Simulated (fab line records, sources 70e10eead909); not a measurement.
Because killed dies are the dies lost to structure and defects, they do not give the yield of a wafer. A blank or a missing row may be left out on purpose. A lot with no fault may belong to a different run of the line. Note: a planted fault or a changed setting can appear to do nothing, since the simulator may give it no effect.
Struck lot and sound lot, side by side + flow nand_harc + 14 steps out of a route of 1302
Sound: the wafers L209.1, L209.4, L209.6. Struck: wafer L230.2 (left out: L230.1, L230.4 of the same lot, which were not struck); the cause appears at the end.
Order at every step that has rows: each side's tool, ch and its chambers, its first start. Under that, the readings that differ: sound wafers + struck wafers + difference of the means + sigmas: that difference in standard deviations of wafers without a fault.
alike: a reading whose means differ by less than 2 such deviations, as well as words and numbers matching on both sides. not compared: withheld readings; readings where some wafer has no value; bounds like >300 that might hide an equal value; numbers whose values overlap and for which the record gives no deviation.
A row with sigmas, a row that says differs or no value, or rows on one side alone: a step with any of these is where the two part. Non-overlapping numbers with no deviation appear without sigmas and do not part them. A reading that every wafer of one side lacks parts them only if that side has two wafers or more.

first, 8 steps without rows for these wafers: NHARC_P_BONDPAD_HMDS_02 (time 30 s); NHARC_P_BONDPAD_COAT_36 (time 65 s); NHARC_P_BONDPAD_COAT_03 (resist thk 600 nm); NHARC_P_BONDPAD_SOFTBAKE_04 (time 70 s); NHARC_P_BONDPAD_EBR_05; NHARC_P_BONDPAD_EXPOSE_06 (exposes mask P BPAD); NHARC_P_BONDPAD_PEB_07 (peb time 80 s); NHARC_P_BONDPAD_DEVELOP_08 (time 50 s).
NHARC_P_BONDPAD_CD_MEAS_09: the cd target is 500 nm.
  sound on cd_sem-02 ch 0, day 6 10:13; struck on cd_sem-03 ch 0, day 15 04:14
  alike: cd_nm
NHARC_P_BONDPAD_OVL_MEAS_38:
  sound on overlay-01 at day 6 10:19; struck on overlay-02 at day 15 04:20
  alike: overlay_x_nm, overlay_y_nm
then, 1 step without rows for these wafers: NHARC_P_BONDPAD_HARDBAKE_10 (time 65 s).
NHARC_P_BONDPAD_DESCUM_11: chemistry O2, time 3 s.
  sound on rie_diel-11 ch 0,1,2, day 6 10:27; struck on rie_diel-11 ch 2, day 15 04:27
  alike: drypump_motor_current_A, oes_product_au, rf_vpp_V, showerhead_plenum_p_Torr, throttle_valve_pct
  not compared: rf_hours_counter_h
NHARC_P_BONDPAD_ETCH_37: etches the open film in N2/H2, target depth 60 nm, overetch 18 nm, time 65.91 s.
  sound on rie_diel-11 ch 0,1,2, day 6 10:32; struck on rie_diel-11 ch 0, day 15 04:32
| reading               | sound             | struck | difference | sigmas |
|-----------------------|-------------------|--------|------------|--------|
| oes_product_au (a.u.) | 1.015 0.995 0.997 | 1.028  | +0.026     | +2     |
| run_length_s (s)      | 87.5 87.1 87.3    | 64.9   | -22.4      | -56    |
  alike: drypump_motor_current_A, rf_vpp_V, showerhead_plenum_p_Torr, throttle_valve_pct
  not compared: rf_hours_counter_h
NHARC_P_BONDPAD_ETCH_12: etches the open film in CHF3/O2, target depth 200 nm, time 100 s.
  sound on rie_diel-11 ch 0,1; struck on rie_diel-11 ch 0
  alike: drypump_motor_current_A, oes_product_au, rf_vpp_V, run_length_s, showerhead_plenum_p_Torr, throttle_valve_pct
  not compared: rf_hours_counter_h

== WHERE THEY PART ==
At NHARC_P_BONDPAD_ETCH_37 and nowhere else, as far as this record goes. Later steps at which nothing parts them and some readings are alike: NHARC_P_BONDPAD_ETCH_12.

WHY: what had been put in by the simulator
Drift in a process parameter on rie_diel-11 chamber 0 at NHARC_P_BONDPAD_ETCH_37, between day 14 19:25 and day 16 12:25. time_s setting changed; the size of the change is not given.
